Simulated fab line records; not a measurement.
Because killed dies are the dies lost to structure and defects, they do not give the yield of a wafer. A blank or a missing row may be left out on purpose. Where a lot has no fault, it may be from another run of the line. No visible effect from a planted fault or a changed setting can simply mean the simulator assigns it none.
Chamber matching | flow n5-finfet | N5_BEOL_M15_ETCH_61 on rie-diel-06 has 4 sister chambers
The step etches BARC in N2/H2, target depth 89 nm, overetch 26.7 nm, time 67.9 s. 4 wafers are shown with their chamber, then 9 later ones without.

WAFERS PAIRED WITH THEIR CHAMBERS
wafer  | chamber | drypump-motor-current-A (A)
L077.4 | 3       | 6.4
L082.1 | 0       | 5.6
L085.4 | 2       | 5.9
L085.6 | 1       | 6.0

WAFERS WHOSE CHAMBER IS MISSING
wafer  | drypump-motor-current-A (A)
L090.1 | 5.6
L090.4 | 5.6
L090.6 | 5.9
L092.1 | 6.5
L092.2 | 6.0
L092.4 | 5.9
L094.4 | 6.0
L094.5 | 5.6
L094.6 | 6.0

WHICH CHAMBER EACH ONE RAN IN
wafer  | from the rows above | in truth
L090.1 | 0                   | 0
L090.4 | 0                   | 0
L090.6 | 2                   | 2
L092.1 | 3                   | 3
L092.2 | 1                   | 1
L092.4 | 2                   | 2
L094.4 | 1                   | 1
L094.5 | 0                   | 0
L094.6 | 1                   | 1
9 of 9 placed correctly. Number that these rows cannot place: 0. Wrongly placed: 0.
How it was worked out, from the rows above alone: a wafer's distance from a chamber is the root of the sum, over the readings, of the square of ((its reading less the chamber's mean) divided by the reading's scatter). The wafer belongs to the nearest chamber; if the next one is less than 2 further off, it can't be placed. The mean given for a chamber averages the wafers shown for that chamber. The scatter: with one shown wafer a chamber, the root of the mean of the squares of how far each hidden wafer lies from its nearest shown one.
